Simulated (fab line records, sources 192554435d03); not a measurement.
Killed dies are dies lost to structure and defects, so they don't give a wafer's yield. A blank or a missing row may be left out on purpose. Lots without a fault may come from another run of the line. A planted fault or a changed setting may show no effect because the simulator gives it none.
Chamber matching | flow n5_finfet | N5_BEOL_M0_SAQP_STRIP_108 on rie_diel-04: 4 sister chambers
The step strips in N2/H2. 14 wafers are shown with their chamber, then 7 later ones without.

WAFERS WITH THEIR CHAMBER
wafer  | chamber | drypump_motor_current_A (A) | showerhead_plenum_p_Torr (Torr) | throttle_valve_pct (%)
L075.3 | 0       | 5.4                         | 3.56                            | 18.68
L075.5 | 0       | 5.4                         | 3.56                            | 18.67
L075.6 | 3       | 6.5                         | 3.36                            | 18.95
L078.1 | 1       | 6.3                         | 3.37                            | 19.20
L078.3 | 3       | 6.5                         | 3.36                            | 18.96
L078.5 | 2       | 6.5                         | 3.35                            | 19.13
L082.1 | 2       | 6.5                         | 3.34                            | 19.14
L082.3 | 1       | 6.1                         | 3.37                            | 19.22
L082.4 | 0       | 5.4                         | 3.55                            | 18.71
L084.1 | 0       | 5.4                         | 3.55                            | 18.71
L084.3 | 2       | 6.5                         | 3.34                            | 19.15
L084.4 | 3       | 6.5                         | 3.35                            | 18.98
L086.1 | 2       | 6.5                         | 3.34                            | 19.16
L086.2 | 1       | 6.2                         | 3.36                            | 19.21

SIGNATURES (means of the wafers above)
reading                  | chamber 0 | chamber 1 | chamber 2 | chamber 3 | scatter within a chamber
drypump_motor_current_A  | 5.400     | 6.200     | 6.500     | 6.500     | 0.0447
showerhead_plenum_p_Torr | 3.5550    | 3.3667    | 3.3425    | 3.3567    | 0.00555
throttle_valve_pct       | 18.6925   | 19.2100   | 19.1450   | 18.9633   | 0.0156
Rule: a wafer's distance from a chamber is the root of the sum, over the readings, of the square of ((its reading less the chamber's mean) divided by the reading's scatter). The wafer belongs to the nearest chamber; if the next one is less than 2 further off, it can't be placed. The scatter: the root of (the sum of the squares of (reading less its chamber's mean) over the shown wafers, divided by (wafers less chambers)).

WAFERS WITHOUT THEIR CHAMBER
wafer  | drypump_motor_current_A (A) | showerhead_plenum_p_Torr (Torr) | throttle_valve_pct (%)
L086.6 | 6.5                         | 3.35                            | 18.98
L094.1 | 5.4                         | 3.54                            | 18.75
L094.3 | 6.1                         | 3.36                            | 19.25
L094.4 | 6.5                         | 3.34                            | 19.00
L096.1 | 6.5                         | 3.34                            | 19.01
L096.5 | 5.4                         | 3.54                            | 18.76
L096.6 | 6.2                         | 3.35                            | 19.25

WHICH CHAMBER EACH WENT THROUGH
wafer  | from the rows above | in truth
L086.6 | 3                   | 3
L094.1 | 0                   | 0
L094.3 | 1                   | 1
L094.4 | 3                   | 3
L096.1 | 3                   | 3
L096.5 | 0                   | 0
L096.6 | 1                   | 1
Placed correctly: 7 of 7. Can't be placed from these rows: 0. Placed wrongly: 0.
